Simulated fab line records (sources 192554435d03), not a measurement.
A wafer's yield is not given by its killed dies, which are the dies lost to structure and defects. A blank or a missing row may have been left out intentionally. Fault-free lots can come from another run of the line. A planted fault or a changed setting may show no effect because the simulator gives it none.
Split-lot study    flow n5-finfet    21 wafers read from 7 lots, route of 1938 steps

== ON THE SPLIT ==
At N5_WELL_APT_COAT_19 (resist thk 950 nm), the setting spin-rpm was moved away from the recipe's 1357 rpm on 10 of the 21 wafers read, by -11.1% to +9.9%. This setting was run at the recipe's value on the other wafers.

The reading is taken at the split's own step.

== THE READING ==
coat_of_WELL_APT_COAT_19.thk-nm (the simulator's own value, which no gauge read), in nm, at N5_WELL_APT_COAT_19 (resist thk 950 nm). The file gives no usual value for it. The 11 wafers here that ran the recipe average 950.5 nm, standard deviation 2 nm.

wafer   tool, chamber at the split  spin-rpm as run, rpm  against the recipe  coat_of_WELL_APT_COAT_19.thk-nm, nm  against lot-mates on the recipe
L088.3  litho-track-04, 0           1357                  recipe              951.9                                -
L088.5  litho-track-04, 0           1357                  recipe              951                                  -
L088.6  litho-track-04, 0           1357                  recipe              950.6                                -
L089.2  litho-track-04, 0           1207                  -11.1%              1006                                 no lot-mate on the recipe
L089.5  litho-track-04, 0           1207                  -11.1%              1006                                 no lot-mate on the recipe
L089.6  litho-track-04, 0           1207                  -11.1%              1010                                 no lot-mate on the recipe
L090.4  litho-track-04, 0           1442                  +6.3%               921.5                                -31.9
L090.5  litho-track-04, 0           1357                  recipe              953.4                                -
L090.6  litho-track-04, 0           1442                  +6.3%               922.2                                -31.2
L091.3  litho-track-02, 0           1491                  +9.9%               904.9                                -42.7
L091.4  litho-track-02, 0           1357                  recipe              948.9                                -
L091.5  litho-track-02, 0           1357                  recipe              946.3                                -
L092.2  litho-track-02, 0           1306                  -3.8%               966.8                                +17.3
L092.4  litho-track-02, 0           1357                  recipe              949.8                                -
L092.5  litho-track-02, 0           1357                  recipe              949.2                                -
L093.3  litho-track-04, 0           1208                  -11.0%              1012                                 +58.8
L093.5  litho-track-04, 0           1208                  -11.0%              1012                                 +58.8
L093.4  litho-track-04, 0           1357                  recipe              953.2                                -
L094.1  litho-track-04, 0           1357                  recipe              951.9                                -
L094.5  litho-track-04, 0           1357                  recipe              949.8                                -
L094.6  litho-track-04, 0           1318                  -2.9%               966.2                                +15.4

THE FIT
A straight line over all 21 wafers: coat_of_WELL_APT_COAT_19.thk-nm changes by -5.1 nm for each +1% of spin-rpm; r = -1.00; the points scatter about the line by 2.8 nm.
The same after taking each lot's own level away (the mean of its wafers on the recipe; 18 wafers): -5.03 nm for each +1%; r = -1.00; scatter 2.2 nm.
Per that fit: largest spin-rpm move, reading shift of 56 nm.
The lots' own levels span 947.60 to 953.40 nm, that is 2.9 times the standard deviation above.
The two slopes agree, so the slope changes little with the lot-to-lot level.
Check: for one of the wafers moved furthest among these (-11.0%), held out of the fit, the line's prediction against its lot-mates is +54.7 nm. Against them it came out at +58.8 nm.

== OTHER SPLITS ON THESE WAFERS ==
These wafers also went through other splits before the reading. Each is held against what the fit with the lots' levels taken away leaves over:
other split on the same wafers  wafers away from the commonest value  r with coat_of_WELL_APT_COAT_19.thk-nm (lot level and that fit taken away)
N5_WELL_APT_EXPOSE_05 dose-mj   6                                     -0.12

== THE FILE'S OWN FIT ==
coat_of_WELL_APT_COAT_19.thk-nm changes by -4.92 nm for each +1% of spin-rpm, r = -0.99.
